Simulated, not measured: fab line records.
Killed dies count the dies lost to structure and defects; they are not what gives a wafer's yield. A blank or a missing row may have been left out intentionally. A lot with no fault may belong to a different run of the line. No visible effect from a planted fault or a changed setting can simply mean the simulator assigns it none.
fab line records ; flow nand_harc
record lots=14; wafers=42; last_day=33
route steps=1302 shown P_GATE@213 P_CONTACT@230
lots untouched by any fault: they come from a run of this same line in which no faults occurred
start_h: the number of hours between the record's first day and the start of the first shown wafer of the lot ; wait_h: hours since the lot's step before ; " identical to the entry in the row above ; L1.1+2: one row covering several wafers at once ; - either no value or no given start ; * or withheld: withheld ; < > ~ a bound
route shown NAME@n: names a module that has steps shown in the file, with the first one's number in the route ; usual: the fault-free wafers' mean and standard deviation ; same: alike in all rows ; chamber/n: place in a boat ; sites: each site's reading ; _std_site: their standard deviation ; _edge_site: the outer-site mean with the inner-site mean subtracted ; radius_mm: how far each site lies from the wafer's centre ; mask NAME#n: copy n ; behind: tool/chamber where the wafer was last shaped ; hold: what put the lot on hold/how long, in hours/how the hold closed ; device: the transistor (n, p or np) that didn't switch ; end of line: tests of these same wafers at the route's end ; where a step has no rows: the recipe by itself ; killed: count of dies lost to structure and defects at first sort (not the wafer's yield) ; map: a wafer's dies, x killed, . not, _ none there
set.NAME: the run value of the setting; set.NAME@STEP: its run value at that earlier step ; model.NAME: the simulator's own value behind a step, which no gauge read
steps of the route over a sample of lots; a table a step, a row a wafer
services: a tool's chamber out of use, with start hour (start_h, from the record's first day; less than 0 if before it), hours out, and reason
## steps
# step NHARC_P_GATE_RTA_80
# recipe temp_c=300; time_s=30
# usual wafer_temp_C_max=301.7/0.41
lot.wafer;tool;chamber;start_h;wait_h;wafer_temp_C_max
L316.1;rtp_anneal-01;0;130.27;-;301.8
L316.2;rtp_anneal-01;0;130.27;-;302.3
L316.4;rtp_anneal-01;0;130.27;-;301.6
L317.3;rtp_anneal-02;0;145.43;-;301.3
L317.4;rtp_anneal-02;0;145.43;-;301.4
L317.5;rtp_anneal-02;0;145.43;-;301.7
L318.1;rtp_anneal-02;0;152.50;-;302.1
L318.3;rtp_anneal-02;0;152.50;-;301.7
L318.4;rtp_anneal-02;0;152.50;-;301.4
L319.1;rtp_anneal-01;0;167.90;-;302.6
L319.2;rtp_anneal-01;0;167.90;-;302.1
L319.3;rtp_anneal-01;0;167.90;-;302.8
L320.2;rtp_anneal-02;0;178.76;-;301.3
L320.3;rtp_anneal-02;0;178.76;-;301.8
L320.5;rtp_anneal-02;0;178.76;-;301.9
L321.3;rtp_anneal-01;0;190.74;-;301.9
L321.5;rtp_anneal-01;0;190.74;-;302.0
L321.6;rtp_anneal-01;0;190.74;-;301.8
L323.2;rtp_anneal-02;0;211.10;-;301.4
L323.3;rtp_anneal-02;0;211.10;-;301.4
L323.6;rtp_anneal-02;0;211.10;-;301.2
L330.2;rtp_anneal-02;0;275.34;-;302.1
L330.3;rtp_anneal-02;0;275.34;-;301.4
L330.6;rtp_anneal-02;0;275.34;-;302.1
L331.3;rtp_anneal-02;0;287.72;-;301.4
L331.4;rtp_anneal-02;0;287.72;-;301.7
L331.5;rtp_anneal-02;0;287.72;-;301.2
L333.1;rtp_anneal-02;0;298.15;-;301.5
L333.5;rtp_anneal-02;0;298.15;-;301.8
L333.6;rtp_anneal-02;0;298.15;-;301.0
L334.1;rtp_anneal-01;0;312.11;-;301.2
L334.2;rtp_anneal-01;0;312.11;-;301.6
L334.5;rtp_anneal-01;0;312.11;-;301.6
L335.2;rtp_anneal-02;0;322.71;-;301.5
L335.4;rtp_anneal-02;0;322.71;-;301.4
L335.5;rtp_anneal-02;0;322.71;-;301.7
L336.2;rtp_anneal-02;0;331.20;-;301.8
L336.3;rtp_anneal-02;0;331.20;-;301.5
L336.4;rtp_anneal-02;0;331.20;-;301.1
L337.2;rtp_anneal-02;0;346.00;-;301.8
L337.3;rtp_anneal-02;0;346.00;-;301.7
L337.6;rtp_anneal-02;0;346.00;-;301.6
# step NHARC_P_CONTACT_PEB_10
# recipe peb_temp_c=100; peb_time_s=65
# usual exhaust_pa=45.1/0.85; heater_power_total_W=156.6/0.43; plate_temp_C=100.00/0.11; resist_line_temp_C=23.00/0.1
lot.wafer;tool;chamber;start_h;wait_h;exhaust_pa;heater_power_total_W;plate_temp_C;resist_line_temp_C
L316.1;litho_track-04;0;132.49;0.1;46.5;155.9;100.00;23.05
L316.2;litho_track-04;0;132.49;0.1;46.1;156.0;99.92;23.00
L316.4;litho_track-04;0;132.49;0.1;44.5;157.1;99.94;22.95
L317.3;litho_track-01;0;147.56;0.0;44.0;156.1;100.16;23.15
L317.4;litho_track-01;0;147.56;0.0;43.4;156.6;100.06;23.03
L317.5;litho_track-01;0;147.56;0.0;43.6;156.3;99.95;23.16
L318.1;litho_track-01;0;154.69;0.1;45.2;157.1;100.00;22.79
L318.3;litho_track-01;0;154.69;0.1;44.2;156.9;100.00;22.90
L318.4;litho_track-01;0;154.69;0.1;44.9;156.2;99.97;22.94
L319.1;litho_track-01;0;170.27;0.1;45.0;156.0;100.07;23.03
L319.2;litho_track-01;0;170.27;0.1;45.6;156.0;99.94;22.93
L319.3;litho_track-01;0;170.27;0.1;45.9;156.5;100.12;22.95
L320.2;litho_track-01;0;180.92;0.1;45.7;156.1;100.24;23.05
L320.3;litho_track-01;0;180.92;0.1;45.5;156.9;100.12;22.98
L320.5;litho_track-01;0;180.92;0.1;46.5;157.0;100.19;23.11
L321.3;litho_track-06;0;192.87;0.0;44.5;157.0;100.01;23.11
L321.5;litho_track-06;0;192.87;0.0;45.3;157.2;99.76;23.01
L321.6;litho_track-06;0;192.87;0.0;44.8;157.0;99.85;23.10
L323.2;litho_track-04;0;213.16;0.1;45.3;157.1;100.24;22.87
L323.3;litho_track-04;0;213.16;0.1;45.4;156.5;100.06;22.86
L323.6;litho_track-04;0;213.16;0.1;45.8;156.5;99.96;22.79
L330.2;litho_track-01;0;277.38;0.1;44.1;152.1;98.14;22.93
L330.3;litho_track-01;0;277.38;0.1;44.5;152.6;98.17;22.91
L330.6;litho_track-01;0;277.38;0.1;43.3;152.0;97.97;22.95
L331.3;litho_track-01;0;289.89;0.1;46.1;153.1;98.25;23.06
L331.4;litho_track-01;0;289.89;0.1;45.4;152.0;98.16;23.07
L331.5;litho_track-01;0;289.89;0.1;45.3;153.1;98.30;23.07
L333.1;litho_track-04;0;300.34;0.1;45.4;156.6;99.95;23.04
L333.5;litho_track-04;0;300.34;0.1;45.2;156.7;100.09;22.90
L333.6;litho_track-04;0;300.34;0.1;46.5;156.3;100.06;23.01
L334.1;litho_track-06;0;314.16;0.1;45.0;157.0;99.84;23.00
L334.2;litho_track-06;0;314.16;0.1;44.4;156.9;99.98;23.10
L334.5;litho_track-06;0;314.16;0.1;45.9;156.5;99.97;23.03
L335.2;litho_track-04;0;324.75;0.1;45.4;156.1;99.96;22.92
L335.4;litho_track-04;0;324.75;0.1;45.3;157.1;100.07;23.03
L335.5;litho_track-04;0;324.75;0.1;44.5;156.7;99.77;22.96
L336.2;litho_track-06;0;333.61;0.1;44.1;157.1;100.03;23.13
L336.3;litho_track-06;0;333.61;0.1;45.9;156.6;99.90;23.04
L336.4;litho_track-06;0;333.61;0.1;44.7;157.1;100.08;23.04
L337.2;litho_track-04;0;348.16;0.1;44.3;157.1;100.02;22.89
L337.3;litho_track-04;0;348.16;0.1;45.6;157.2;100.03;22.91
L337.6;litho_track-04;0;348.16;0.1;45.6;157.0;100.01;23.04
# step NHARC_P_CONTACT_ETCH_36
# recipe target_depth_a=2600; over_etch_frac=0.25; time_s=406.25; ion_energy_ev=200; n2_flow_sccm=150; h2_flow_sccm=150; ar_flow_sccm=0; rf_w=400; bias_w=150; chemistry=N2/H2
# usual bias_w=150.0/0.44; drypump_motor_current_A=5.8/0.42; oes_product_au=0.998/0.01; rf_vpp_V=430.0/2.4; showerhead_plenum_p_Torr=2.02/0.079; throttle_valve_pct=14.172/0.0087
lot.wafer;tool;chamber;start_h;wait_h;bias_w;drypump_motor_current_A;oes_product_au;rf_hours_counter_h;rf_vpp_V;showerhead_plenum_p_Torr;throttle_valve_pct
L316.2;rie_diel-09;0;-;-;149.8;5.9;0.994;4.2;432.0;2.08;14.172
L316.1;rie_diel-09;1;-;-;149.9;5.9;0.995;3.8;429.1;2.03;14.158
L316.4;rie_diel-09;2;-;-;150.1;6.6;1.007;4.0;429.7;2.00;14.170
L317.3;rie_diel-02;3;-;-;149.8;4.8;0.995;4.5;427.7;1.99;14.167
L317.4;rie_diel-02;1;-;-;150.5;5.8;1.002;4.5;431.3;2.08;14.193
L317.5;rie_diel-02;2;-;-;149.8;5.4;0.988;-;426.6;1.93;14.174
L318.3;rie_diel-02;2;-;-;149.6;5.4;0.972;5.6;427.9;1.93;14.179
L318.1;rie_diel-02;3;-;-;150.7;4.8;0.990;5.1;429.1;1.99;14.175
L318.4;rie_diel-02;1;-;-;150.3;5.9;0.995;5.0;432.1;2.08;14.160
L319.2;rie_diel-03;3;-;-;149.9;6.0;1.009;1.5;433.3;2.15;14.184
L319.3;rie_diel-03;0;-;-;150.6;5.6;1.003;1.4;429.1;1.96;14.176
L319.1;rie_diel-03;1;-;-;149.8;5.7;1.007;1.0;427.3;1.93;14.176
L320.3;rie_diel-09;2;-;-;149.5;6.6;1.007;0.5;430.4;2.00;14.177
L320.2;rie_diel-09;1;-;-;150.4;5.9;1.001;0.5;430.5;2.03;14.178
L320.5;rie_diel-09;3;-;-;149.2;6.1;0.981;-;429.7;2.01;14.181
L321.3;rie_diel-03;0;-;-;149.9;5.5;0.985;2.1;429.0;1.96;14.173
L321.5;rie_diel-03;0;-;-;150.0;5.5;0.990;-;428.1;1.96;14.172
L321.6;rie_diel-03;1;-;-;150.7;5.6;0.986;-;427.7;1.93;14.160
L323.2;rie_diel-09;3;-;-;149.5;6.0;0.985;1.3;430.2;2.01;14.169
L323.3;rie_diel-09;1;-;-;150.2;6.0;0.995;1.1;429.6;2.03;14.161
L323.6;rie_diel-09;3;-;-;149.9;6.1;0.982;-;430.7;2.01;14.168
L330.2;rie_diel-03;3;-;-;149.6;6.1;0.999;5.0;433.3;2.15;14.181
L330.3;rie_diel-03;1;-;-;151.2;5.7;1.007;4.8;428.5;1.93;14.167
L330.6;rie_diel-03;2;-;-;150.3;6.1;1.000;-;433.4;2.12;14.179
L331.3;rie_diel-09;1;-;-;150.7;6.0;0.996;3.2;430.6;2.03;14.168
L331.4;rie_diel-09;2;-;-;150.7;6.6;1.014;3.0;429.4;1.99;14.174
L331.5;rie_diel-09;0;-;-;149.6;5.9;0.990;-;431.6;2.08;14.163
L333.1;rie_diel-03;2;-;-;150.4;6.1;0.990;0.4;433.9;2.12;14.182
L333.6;rie_diel-03;1;-;-;149.2;5.7;1.018;-;428.6;1.93;14.171
L333.5;rie_diel-03;2;-;-;150.2;6.1;1.000;-;433.3;2.12;14.179
L334.2;rie_diel-02;0;-;-;149.9;5.3;1.011;5.1;426.9;1.90;14.171
L334.1;rie_diel-02;2;-;-;149.8;5.4;0.992;5.8;426.1;1.93;14.163
L334.5;rie_diel-02;1;-;-;149.5;5.8;0.997;-;431.4;2.08;14.167
L335.2;rie_diel-02;0;-;-;149.1;5.3;0.992;5.7;426.1;1.90;14.176
L335.4;rie_diel-02;2;-;-;150.2;5.4;0.981;6.3;427.4;1.93;14.167
L335.5;rie_diel-02;0;-;-;149.2;5.3;0.997;-;426.0;1.90;14.182
L336.3;rie_diel-03;3;-;-;150.2;6.0;0.999;1.0;434.2;2.15;14.167
L336.2;rie_diel-03;0;-;-;150.0;5.6;0.992;1.1;427.4;1.96;14.182
L336.4;rie_diel-03;2;-;-;150.3;6.1;0.989;1.3;432.6;2.12;14.169
L337.3;rie_diel-03;2;-;-;149.8;6.1;0.986;1.7;432.4;2.12;14.176
L337.2;rie_diel-03;0;-;-;150.3;5.6;0.990;1.6;427.1;1.96;14.178
L337.6;rie_diel-03;2;-;-;149.6;6.1;0.999;-;431.8;2.12;14.185
# step NHARC_P_CONTACT_STRIP_28
# recipe o2_flow_sccm=500; ar_flow_sccm=0; bias_w=0; chemistry=O2
# usual drypump_motor_current_A=5.8/0.41; oes_product_au=0.999/0.0095; rf_vpp_V=57.6/0.85; showerhead_plenum_p_Torr=3.50/0.12; throttle_valve_pct=17.036/0.009
# same bias_w=0
lot.wafer;tool;chamber;start_h;wait_h;drypump_motor_current_A;oes_product_au;rf_hours_counter_h;rf_vpp_V;showerhead_plenum_p_Torr;throttle_valve_pct
L316.4;rie_diel-09;0;133.70;0.1;5.9;0.995;4.5;58.2;3.60;17.041
L316.1;rie_diel-09;1;133.70;0.1;5.9;1.006;4.1;58.6;3.51;17.035
L316.2;rie_diel-09;2;133.70;0.1;6.7;1.006;4.2;56.1;3.46;17.032
L317.3;rie_diel-03;0;148.78;0.1;5.6;0.996;0.8;58.5;3.41;17.042
L317.5;rie_diel-03;0;148.78;0.1;5.6;1.010;-;57.9;3.41;17.032
L317.4;rie_diel-03;2;148.78;0.1;6.1;1.010;-;57.0;3.66;17.031
L318.1;rie_diel-09;1;155.91;0.1;6.0;1.001;0.1;57.8;3.51;17.031
L318.3;rie_diel-09;3;155.91;0.1;6.1;0.978;0.1;58.1;3.48;17.016
L318.4;rie_diel-09;0;155.91;0.1;5.9;0.983;0.1;59.0;3.60;17.025
L319.2;rie_diel-09;3;171.48;0.1;6.1;0.992;0.4;56.5;3.48;17.034
L319.1;rie_diel-09;1;171.48;0.1;6.0;0.993;0.4;57.1;3.51;17.033
L319.3;rie_diel-09;2;171.48;0.1;6.6;1.021;0.4;57.5;3.46;17.025
L320.3;rie_diel-02;1;182.15;0.1;5.9;1.002;6.2;56.9;3.59;17.049
L320.2;rie_diel-02;3;182.15;0.1;4.8;0.987;6.2;58.1;3.45;17.031
L320.5;rie_diel-02;1;182.15;0.1;5.9;1.003;-;56.8;3.59;17.047
L321.3;rie_diel-02;0;194.27;0.1;5.3;1.004;6.7;57.6;3.31;17.038
L321.5;rie_diel-02;1;194.27;0.1;5.9;1.006;-;58.4;3.59;17.048
L321.6;rie_diel-02;2;194.27;0.1;5.4;0.985;-;58.5;3.36;17.033
L323.2;rie_diel-02;3;214.37;0.1;4.8;0.997;7.4;57.1;3.45;17.042
L323.3;rie_diel-02;1;214.37;0.1;5.9;1.002;7.4;57.3;3.59;17.030
L323.6;rie_diel-02;0;214.37;0.1;5.4;0.987;-;55.6;3.31;17.027
L330.3;rie_diel-09;3;278.61;0.1;6.0;0.989;2.8;57.4;3.48;17.043
L330.2;rie_diel-09;0;278.61;0.1;5.9;0.992;2.9;58.1;3.60;17.021
L330.6;rie_diel-09;0;278.61;0.1;5.9;0.985;-;58.9;3.60;17.020
L331.4;rie_diel-03;0;291.12;0.1;5.6;0.994;0.0;57.6;3.41;17.039
L331.3;rie_diel-03;2;291.12;0.1;6.1;0.995;0.0;57.3;3.65;17.056
L331.5;rie_diel-03;0;291.12;0.1;5.6;0.990;-;56.2;3.41;17.021
L333.1;rie_diel-02;2;301.60;0.1;5.4;0.980;5.2;56.4;3.36;17.041
L333.5;rie_diel-02;0;301.60;0.1;5.3;1.008;-;57.0;3.31;17.037
L333.6;rie_diel-02;1;301.60;0.1;5.8;0.999;-;56.8;3.59;17.028
L334.2;rie_diel-03;1;315.39;0.1;5.6;1.007;1.0;56.8;3.36;17.048
L334.1;rie_diel-03;2;315.39;0.1;6.1;0.999;1.0;56.8;3.65;17.047
L334.5;rie_diel-03;1;315.39;0.1;5.7;1.014;-;56.7;3.36;17.037
L335.4;rie_diel-03;1;325.97;0.1;5.7;1.016;1.2;57.2;3.36;17.036
L335.2;rie_diel-03;3;325.97;0.1;6.1;0.998;0.9;58.3;3.70;17.023
L335.5;rie_diel-03;0;325.97;0.1;5.6;0.986;-;57.8;3.41;17.050
L336.3;rie_diel-02;3;334.82;0.1;4.8;0.994;6.3;57.4;3.44;17.040
L336.4;rie_diel-02;0;334.82;0.1;5.3;0.997;6.4;57.9;3.31;17.040
L336.2;rie_diel-02;1;334.82;0.1;5.8;0.989;6.8;57.3;3.59;17.042
L337.3;rie_diel-09;1;349.36;0.1;6.0;0.998;0.3;58.2;3.51;17.035
L337.2;rie_diel-09;3;349.36;0.1;6.0;1.005;0.4;57.6;3.48;17.049
L337.6;rie_diel-09;2;349.36;0.1;6.6;1.002;-;58.0;3.46;17.031
## services
tool;chamber;start_h;hours;kind
rie_diel-03;0;113.36;-;clean
rie_diel-03;1;113.36;-;clean
rie_diel-03;2;113.36;-;clean
rie_diel-03;3;113.36;-;clean
rie_diel-02;3;129.40;6.4;repair
rie_diel-09;-;143.10;9.0;pm
rie_diel-03;1;145.67;15.5;repair
litho_track-01;-;155.00;7.0;pm
rie_diel-03;2;177.95;23.1;repair
rie_diel-03;0;178.80;3.5;repair
litho_track-06;-;179.00;7.0;pm
rie_diel-03;3;181.04;7.9;repair
litho_track-04;-;203.00;7.0;pm
rie_diel-09;-;211.34;0.3;repair
rie_diel-02;-;216.70;9.0;pm
rie_diel-03;0;220.92;15.9;repair
rie_diel-09;3;259.75;8.4;repair
rie_diel-03;0;261.36;11.1;repair
rie_diel-09;2;273.88;4.7;repair
rie_diel-03;-;281.36;9.0;pm
rie_diel-02;-;297.54;0.7;repair
rie_diel-09;-;320.10;9.0;pm
rie_diel-02;1;321.40;2.7;repair
litho_track-01;-;330.00;7.0;pm
## key
first_sign step=NHARC_P_CONTACT_PEB_10; reading=plate_temp_C; direction=down; sigmas=17; usual=*; struck=*
effect step=NHARC_P_CONTACT_PEB_10; reading=heater_power_total_W; direction=down; sigmas=9.5; usual=*; struck=*
met_at NHARC_P_CONTACT_PEB_10
struck_lots L330,L331
sort_left_out L330.2,L330.3,L330.6,L331.3,L331.4,L331.5
tester_left_out L330,L331
not_acting_at NHARC_P_GATE_RTA_80,NHARC_P_CONTACT_ETCH_36,NHARC_P_CONTACT_STRIP_28
onset_between 180.92 277.38
fault kind=process_parameter_drift; tool=litho_track-01; chamber=-; onset_h=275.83; steps=NHARC_P_CONTACT_PEB_10; channel=peb_temp_c; offset=*; shape=step; end_h=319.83; acts_in=*; stated=*
# tester_left_out: of these lots the tester's yield and bins aren't shown, on N5 and GAA mostly nor the transistor test; their killed dies are dies lost to structure and defects alone, not to doping, threshold or leakage, so they don't give the yield
# sort_left_out: the simulated sort isn't trusted on such a fault, so these wafers' sort isn't shown, and their yield isn't known
